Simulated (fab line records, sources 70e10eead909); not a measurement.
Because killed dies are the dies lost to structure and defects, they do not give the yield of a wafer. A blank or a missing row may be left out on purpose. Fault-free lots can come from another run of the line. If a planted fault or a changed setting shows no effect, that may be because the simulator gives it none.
fab line records + flow nand-harc
[record]
- lots = 12
- wafers = 36
- last-day = 33
route steps=1302 shown P_ZERO_WELL@14 P_STI@109 P_GATE@156
lots that met no fault: from a run of the same line without faults
start-h: hours from the record's first day to the start of the lot's first wafer shown + wait-h: hours elapsed since this lot's preceding step + " repeats the value in the row above + L1.1+2: a row that stands for several wafers + - no value, or no start was given + * or withheld: withheld + < > ~ a bound
route shown NAME@n: a module of which the file shows steps, and the number in the route of the first + usual: mean and standard deviation over wafers with no fault + same: alike in all rows + chamber/n: place in a boat + sites: each site's reading + _std_site: the standard deviation of these + _edge_site: outer sites' mean less inner sites' + radius-mm: how far each site lies from the wafer's centre + mask NAME#n: copy n + behind: the most recent tool/chamber to have shaped the wafer + hold: reason for holding the lot/hours on hold/outcome of the hold + device: names the non-switching transistor (n, p or np) + end of line: tests run on the same wafers once the route is complete + a step given without rows: its recipe and nothing more + killed: count of dies lost to structure and defects at first sort (not the wafer's yield) + map: shows each die of a wafer: x if killed, . if not, _ if none is there
set.NAME: the run value of the setting; set.NAME@STEP: its run value at that earlier step + model.NAME: the simulator's own value behind a step, which no gauge read
a sample of lots followed through the steps of the route, with each step as a table and each wafer as a row
services: from which hour (start-h, from the record's first day; less than 0 if before it) a tool's chamber was out of use, for how many hours, and why
[[steps]]
[step NHARC_P_ZERO_WELL_CD_MEAS_11]
[recipe]
- target-cd-nm = 500
- landing-energy-ev = 500
[usual]
- cd-nm = 499.7/1.9
| lot.wafer | tool      | chamber | start-h | wait-h | cd-nm |
|-----------|-----------|---------|---------|--------|-------|
| L579.2    | cd-sem-01 | 0       | 21.24   | -      | 501.2 |
| L579.3    | "         | 0       | "       | "      | 502.2 |
| L579.5    | "         | 0       | "       | "      | 500.3 |
| L580.2    | cd-sem-03 | 0       | 31.24   | -      | 498.3 |
| L580.3    | "         | 0       | "       | "      | 499.5 |
| L580.5    | "         | 0       | "       | "      | 500.0 |
| L581.3    | cd-sem-03 | 0       | 41.24   | -      | 500.4 |
| L581.5    | "         | 0       | "       | "      | 500.5 |
| L581.6    | "         | 0       | "       | "      | 497.3 |
| L587.2    | cd-sem-03 | 0       | 101.13  | -      | 502.7 |
| L587.4    | "         | 0       | "       | "      | 500.8 |
| L587.5    | "         | 0       | "       | "      | 498.1 |
| L588.2    | cd-sem-02 | 0       | 111.11  | -      | 499.0 |
| L588.3    | "         | 0       | "       | "      | 497.5 |
| L588.4    | "         | 0       | "       | "      | 497.9 |
| L590.2    | cd-sem-01 | 0       | 131.42  | -      | 501.8 |
| L590.3    | "         | 0       | "       | "      | 499.8 |
| L590.5    | "         | 0       | "       | "      | 501.0 |
| L597.3    | cd-sem-02 | 0       | 201.13  | -      | 497.6 |
| L597.4    | "         | 0       | "       | "      | 500.0 |
| L597.5    | "         | 0       | "       | "      | 499.0 |
| L598.1    | cd-sem-01 | 0       | 211.24  | -      | 501.8 |
| L598.5    | "         | 0       | "       | "      | 498.2 |
| L598.6    | "         | 0       | "       | "      | 500.9 |
| L599.1    | cd-sem-02 | 0       | 221.23  | -      | 503.3 |
| L599.3    | "         | 0       | "       | "      | 502.4 |
| L599.6    | "         | 0       | "       | "      | 499.8 |
| L600.1    | cd-sem-01 | 0       | 231.25  | -      | 498.4 |
| L600.4    | "         | 0       | "       | "      | 496.6 |
| L600.5    | "         | 0       | "       | "      | 496.0 |
| L601.2    | cd-sem-03 | 0       | 241.25  | -      | 503.0 |
| L601.4    | "         | 0       | "       | "      | 501.4 |
| L601.5    | "         | 0       | "       | "      | 499.5 |
| L602.1    | cd-sem-01 | 0       | 251.24  | -      | 495.8 |
| L602.3    | "         | 0       | "       | "      | 500.0 |
| L602.5    | "         | 0       | "       | "      | 498.0 |
[step NHARC_P_ZERO_WELL_EXPOSE_21]
[recipe]
- na = 0.6
- target-cd-nm = 720
- dose-mj = 22.31
- mask-id = P_NWELL
| lot.wafer  | tool           | chamber | start-h | wait-h | mask         |
|------------|----------------|---------|---------|--------|--------------|
| L579.2+3+5 | krf-scanner-02 | 0       | 22.48   | -      | P_NWELL#0    |
| L580.2+3+5 | krf-scanner-03 | 0       | 32.43   | -      | P_NWELL#0    |
| L581.3+5+6 | krf-scanner-02 | 0       | 42.43   | -      | P_NWELL#0    |
| L587.2+4+5 | krf-scanner-02 | 0       | 102.34  | -      | P_NWELL_R1#0 |
| L588.2+3+4 | krf-scanner-02 | 0       | 112.18  | -      | P_NWELL#0    |
| L590.2+3+5 | krf-scanner-02 | 0       | 132.61  | -      | P_NWELL#0    |
| L597.3+4+5 | krf-scanner-02 | 0       | 202.49  | -      | P_NWELL#0    |
| L598.1+5+6 | krf-scanner-04 | 0       | 212.48  | -      | P_NWELL#0    |
| L599.1+3+6 | krf-scanner-02 | 0       | 222.45  | -      | P_NWELL#0    |
| L600.1+4+5 | krf-scanner-02 | 0       | 232.36  | -      | P_NWELL#0    |
| L601.2+4+5 | krf-scanner-03 | 0       | 242.43  | -      | P_NWELL#0    |
| L602.1+3+5 | krf-scanner-03 | 0       | 252.30  | -      | P_NWELL#0    |
[step NHARC_P_ZERO_WELL_CD_MEAS_24]
[recipe]
- target-cd-nm = 720
- landing-energy-ev = 500
[usual]
- cd-nm = 719.9/2
| lot.wafer | tool      | chamber | start-h | wait-h | cd-nm |
|-----------|-----------|---------|---------|--------|-------|
| L579.2    | cd-sem-01 | 0       | 22.63   | -      | 718.4 |
| L579.3    | "         | 0       | "       | "      | 721.0 |
| L579.5    | "         | 0       | "       | "      | 715.4 |
| L580.2    | cd-sem-03 | 0       | 32.58   | -      | 718.7 |
| L580.3    | "         | 0       | "       | "      | 717.6 |
| L580.5    | "         | 0       | "       | "      | 718.3 |
| L581.3    | cd-sem-01 | 0       | 42.58   | -      | 721.1 |
| L581.5    | "         | 0       | "       | "      | 722.5 |
| L581.6    | "         | 0       | "       | "      | 723.8 |
| L587.2    | cd-sem-03 | 0       | 102.49  | -      | 688.9 |
| L587.4    | "         | 0       | "       | "      | 685.0 |
| L587.5    | "         | 0       | "       | "      | 685.8 |
| L588.2    | cd-sem-03 | 0       | 112.33  | -      | 722.5 |
| L588.3    | "         | 0       | "       | "      | 725.5 |
| L588.4    | "         | 0       | "       | "      | 721.0 |
| L590.2    | cd-sem-01 | 0       | 132.77  | -      | 720.9 |
| L590.3    | "         | 0       | "       | "      | 723.8 |
| L590.5    | "         | 0       | "       | "      | 721.9 |
| L597.3    | cd-sem-03 | 0       | 202.64  | -      | 721.2 |
| L597.4    | "         | 0       | "       | "      | 721.3 |
| L597.5    | "         | 0       | "       | "      | 723.4 |
| L598.1    | cd-sem-01 | 0       | 212.64  | -      | 719.0 |
| L598.5    | "         | 0       | "       | "      | 717.9 |
| L598.6    | "         | 0       | "       | "      | 717.4 |
| L599.1    | cd-sem-01 | 0       | 222.60  | -      | 721.3 |
| L599.3    | "         | 0       | "       | "      | 718.4 |
| L599.6    | "         | 0       | "       | "      | 720.3 |
| L600.1    | cd-sem-01 | 0       | 232.51  | -      | 718.7 |
| L600.4    | "         | 0       | "       | "      | 719.5 |
| L600.5    | "         | 0       | "       | "      | 718.2 |
| L601.2    | cd-sem-01 | 0       | 242.58  | -      | 722.3 |
| L601.4    | "         | 0       | "       | "      | 718.6 |
| L601.5    | "         | 0       | "       | "      | 718.7 |
| L602.1    | cd-sem-03 | 0       | 252.45  | -      | 720.5 |
| L602.3    | "         | 0       | "       | "      | 721.5 |
| L602.5    | "         | 0       | "       | "      | 721.1 |
[step NHARC_P_STI_INSPECT_25]
[usual]
- raw-defect-count = 213/72
| lot.wafer | tool              | chamber | start-h | wait-h | raw-defect-count |
|-----------|-------------------|---------|---------|--------|------------------|
| L579.2    | defect-inspect-02 | -       | 76.08   | 0.4    | 162              |
| L579.3    | "                 | -       | "       | "      | 170              |
| L579.5    | "                 | -       | "       | "      | 184              |
| L580.2    | defect-inspect-01 | -       | 83.42   | 0.4    | 202              |
| L580.3    | "                 | -       | "       | "      | 197              |
| L580.5    | "                 | -       | "       | "      | 302              |
| L581.3    | defect-inspect-02 | -       | 90.07   | 0.4    | 145              |
| L581.5    | "                 | -       | "       | "      | 151              |
| L581.6    | "                 | -       | "       | "      | 202              |
| L587.2    | defect-inspect-01 | -       | 153.95  | 0.4    | 324              |
| L587.4    | "                 | -       | "       | "      | 254              |
| L587.5    | "                 | -       | "       | "      | 289              |
| L588.2    | defect-inspect-01 | -       | 169.78  | 0.4    | 167              |
| L588.3    | "                 | -       | "       | "      | 217              |
| L588.4    | "                 | -       | "       | "      | 338              |
| L590.2    | defect-inspect-02 | -       | 179.87  | 0.4    | 286              |
| L590.3    | "                 | -       | "       | "      | 363              |
| L590.5    | "                 | -       | "       | "      | 338              |
| L597.3    | defect-inspect-02 | -       | 249.58  | 0.4    | 190              |
| L597.4    | "                 | -       | "       | "      | 276              |
| L597.5    | "                 | -       | "       | "      | 163              |
| L598.1    | defect-inspect-01 | -       | 261.45  | 0.4    | 171              |
| L598.5    | "                 | -       | "       | "      | 162              |
| L598.6    | "                 | -       | "       | "      | 178              |
| L599.1    | defect-inspect-01 | -       | 267.73  | 0.4    | 227              |
| L599.3    | "                 | -       | "       | "      | 203              |
| L599.6    | "                 | -       | "       | "      | 182              |
| L600.1    | defect-inspect-01 | -       | 285.44  | 0.4    | 156              |
| L600.4    | "                 | -       | "       | "      | 137              |
| L600.5    | "                 | -       | "       | "      | 181              |
| L601.2    | defect-inspect-01 | -       | 289.72  | 0.4    | 180              |
| L601.4    | "                 | -       | "       | "      | 217              |
| L601.5    | "                 | -       | "       | "      | 149              |
| L602.1    | defect-inspect-01 | -       | 300.79  | 0.4    | 178              |
| L602.3    | "                 | -       | "       | "      | 177              |
| L602.5    | "                 | -       | "       | "      | 168              |
[step NHARC_P_GATE_ETCHBACK_37]
[recipe]
- target-depth-a = 345
- time-s = 17.2
- chf3-flow-sccm = 50
- o2-flow-sccm = 10
- ar-flow-sccm = 200
- rf-w = 500
- bias-w = 200
- chemistry = CHF3/O2
[usual]
- chf3-flow-sccm = 49.99/0.17
- drypump-motor-current-A = 5.8/0.46
- oes-product-au = 0.94/0.03
- rf-vpp-V = 369.7/2.3
- showerhead-plenum-p-Torr = 2.36/0.099
- throttle-valve-pct = 20.573/0.0089
| lot.wafer | tool        | chamber | start-h | wait-h | chf3-flow-sccm | drypump-motor-current-A | oes-product-au | rf-hours-counter-h | rf-vpp-V | showerhead-plenum-p-Torr | throttle-valve-pct |
|-----------|-------------|---------|---------|--------|----------------|-------------------------|----------------|--------------------|----------|--------------------------|--------------------|
| L579.2    | rie-diel-02 | 1       | -       | -      | 50.28          | 6.3                     | 0.93           | 6.4                | 369.3    | 2.33                     | 20.566             |
| L579.3    | "           | 3       | "       | "      | 49.88          | 5.3                     | 0.92           | 5.0                | 374.9    | 2.52                     | 20.570             |
| L579.5    | "           | 0       | "       | "      | 50.17          | 5.4                     | 0.92           | -                  | 369.4    | 2.34                     | 20.562             |
| L580.2    | rie-diel-02 | 0       | -       | -      | 49.92          | 5.5                     | 0.94           | 6.7                | 368.7    | 2.34                     | 20.578             |
| L580.3    | "           | 1       | "       | "      | 49.93          | 6.3                     | 0.92           | 6.6                | 368.0    | 2.33                     | 20.584             |
| L580.5    | "           | 1       | "       | "      | 49.91          | 6.3                     | 0.93           | -                  | 369.0    | 2.33                     | 20.586             |
| L581.3    | rie-diel-01 | 1       | -       | -      | 49.84          | 6.2                     | 0.92           | 1.6                | 368.3    | 2.32                     | 20.565             |
| L581.5    | "           | 2       | "       | "      | 49.71          | 4.9                     | 0.94           | -                  | 370.2    | 2.38                     | 20.564             |
| L581.6    | "           | 3       | "       | "      | 50.14          | 5.8                     | 0.91           | -                  | 370.6    | 2.43                     | 20.585             |
| L587.4    | rie-diel-02 | 2       | -       | -      | 49.85          | 5.4                     | 0.93           | 8.0                | 367.4    | 2.24                     | 20.574             |
| L587.2    | "           | 3       | "       | "      | 49.99          | 5.3                     | 0.94           | 9.5                | 370.2    | 2.52                     | 20.564             |
| L587.5    | "           | 3       | "       | "      | 50.30          | 5.3                     | 0.95           | -                  | 374.3    | 2.52                     | 20.574             |
| L588.4    | rie-diel-02 | 1       | -       | -      | 50.04          | 6.3                     | 0.92           | 10.5               | 368.8    | 2.33                     | 20.558             |
| L588.2    | "           | 2       | "       | "      | 50.11          | 5.4                     | 0.91           | 8.2                | 366.9    | 2.24                     | 20.579             |
| L588.3    | "           | 3       | "       | "      | 50.13          | 5.3                     | 0.92           | 9.7                | 372.8    | 2.52                     | 20.575             |
| L590.2    | rie-diel-01 | 3       | -       | -      | 50.15          | 5.8                     | 0.99           | 0                  | 371.3    | 2.42                     | 20.582             |
| L590.3    | "           | 0       | "       | "      | 50.04          | 6.4                     | 0.99           | 0                  | 373.8    | 2.45                     | 20.575             |
| L590.5    | "           | 2       | "       | "      | 50.12          | 4.9                     | 1.00           | -                  | 371.0    | 2.38                     | 20.578             |
| L597.3    | rie-diel-02 | 2       | -       | -      | 50.05          | 5.4                     | 1.00           | 2.6                | 367.7    | 2.24                     | 20.576             |
| L597.4    | "           | 0       | "       | "      | 50.19          | 5.4                     | 0.99           | 2.2                | 368.3    | 2.34                     | 20.572             |
| L597.5    | "           | 3       | "       | "      | 49.94          | 5.3                     | 1.02           | -                  | 374.3    | 2.52                     | 20.569             |
| L598.1    | rie-diel-09 | 1       | -       | -      | 50.21          | 6.3                     | 0.93           | 7.8                | 374.1    | 2.53                     | 20.585             |
| L598.5    | "           | 0       | "       | "      | 50.02          | 5.5                     | 0.94           | -                  | 369.5    | 2.37                     | 20.577             |
| L598.6    | "           | 1       | "       | "      | 50.29          | 6.3                     | 0.93           | -                  | 373.4    | 2.53                     | 20.585             |
| L599.1    | rie-diel-09 | 0       | -       | -      | 49.82          | 5.5                     | 0.92           | 7.4                | 370.2    | 2.37                     | 20.561             |
| L599.3    | "           | 2       | "       | "      | 50.09          | 6.1                     | 0.94           | 7.3                | 367.3    | 2.25                     | 20.579             |
| L599.6    | "           | 3       | "       | "      | 49.98          | 6.3                     | 0.92           | -                  | 368.2    | 2.25                     | 20.571             |
| L600.4    | rie-diel-01 | 0       | -       | -      | 50.04          | 6.4                     | 0.92           | 7.7                | 371.4    | 2.45                     | 20.577             |
| L600.1    | "           | 2       | "       | "      | 49.89          | 4.9                     | 0.93           | 7.0                | 369.4    | 2.38                     | 20.575             |
| L600.5    | "           | 3       | "       | "      | 50.11          | 5.8                     | 0.92           | -                  | 372.0    | 2.42                     | 20.570             |
| L601.2    | rie-diel-02 | 0       | -       | -      | 50.14          | 5.4                     | 0.92           | 4.0                | 369.1    | 2.34                     | 20.568             |
| L601.4    | "           | 2       | "       | "      | 49.84          | 5.4                     | 0.93           | 4.6                | 366.3    | 2.24                     | 20.571             |
| L601.5    | "           | 1       | "       | "      | 49.79          | 6.3                     | 0.92           | -                  | 368.4    | 2.33                     | 20.568             |
| L602.1    | rie-diel-09 | 0       | -       | -      | 49.96          | 5.5                     | 0.98           | 0                  | 369.5    | 2.37                     | 20.562             |
| L602.3    | "           | 2       | "       | "      | 49.59          | 6.1                     | 1.02           | 0                  | 368.0    | 2.25                     | 20.573             |
| L602.5    | "           | 3       | "       | "      | 50.14          | 6.3                     | 1.00           | -                  | 366.9    | 2.25                     | 20.567             |
[[services]]
| tool           | chamber | start-h | hours | kind   |
|----------------|---------|---------|-------|--------|
| rie-diel-02    | -       | 5.91    | 0.5   | repair |
| rie-diel-01    | 2       | 18.88   | 8.3   | repair |
| rie-diel-02    | 3       | 24.19   | 4.3   | repair |
| rie-diel-01    | -       | 26.80   | 9.0   | pm     |
| rie-diel-01    | -       | 39.45   | 52.7  | repair |
| rie-diel-02    | -       | 39.70   | 9.0   | pm     |
| krf-scanner-03 | -       | 52.00   | 4.0   | pm     |
| rie-diel-09    | 0       | 62.31   | 44.0  | repair |
| rie-diel-02    | 2       | 67.04   | 16.1  | repair |
| rie-diel-02    | 1       | 67.91   | 3.7   | repair |
| krf-scanner-02 | -       | 94.00   | 4.0   | pm     |
| krf-scanner-03 | -       | 107.34  | 0.8   | repair |
| krf-scanner-02 | -       | 112.61  | 0.4   | repair |
| rie-diel-09    | 0       | 118.59  | 10.0  | repair |
| rie-diel-09    | 0       | 129.41  | 5.3   | repair |
| rie-diel-09    | -       | 143.10  | 9.0   | pm     |
| krf-scanner-03 | -       | 175.77  | 4.2   | repair |
| rie-diel-01    | 1       | 188.75  | 5.8   | repair |
| rie-diel-01    | 2       | 190.47  | 18.8  | repair |
| rie-diel-01    | -       | 203.99  | 9.0   | pm     |
| rie-diel-02    | -       | 216.70  | 9.0   | pm     |
| krf-scanner-03 | -       | 224.00  | 4.0   | pm     |
| krf-scanner-02 | -       | 266.00  | 4.0   | pm     |
| krf-scanner-02 | -       | 290.43  | 1.2   | repair |
[[key]]
[first-sign]
- step = NHARC_P_ZERO_WELL_EXPOSE_21
- reading = mask
- direction = changed
[effect]
- step = NHARC_P_ZERO_WELL_CD_MEAS_24
- reading = cd-nm
- direction = down
- sigmas = 17
- usual = 719.9
- struck = 686.6
met-at NHARC_P_ZERO_WELL_EXPOSE_21
struck-lots L587
tester-left-out L587
not-acting-at NHARC_P_ZERO_WELL_CD_MEAS_11,NHARC_P_STI_INSPECT_25,NHARC_P_GATE_ETCHBACK_37
onset-between 42.43 102.34
[fault]
- kind = wrong-mask
- tool = any
- chamber = -
- onset-h = 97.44
- steps = NHARC_P_ZERO_WELL_EXPOSE_21
- aux-copy = P_NWELL_R1#0
- cd-offset-nm = -33.167
- scope = struck-lots-only
// tester-left-out: of these lots the tester's yield and bins aren't shown, on N5 and GAA mostly nor the transistor test; their killed dies are dies lost to structure and defects alone, not to doping, threshold or leakage, so they don't give the yield
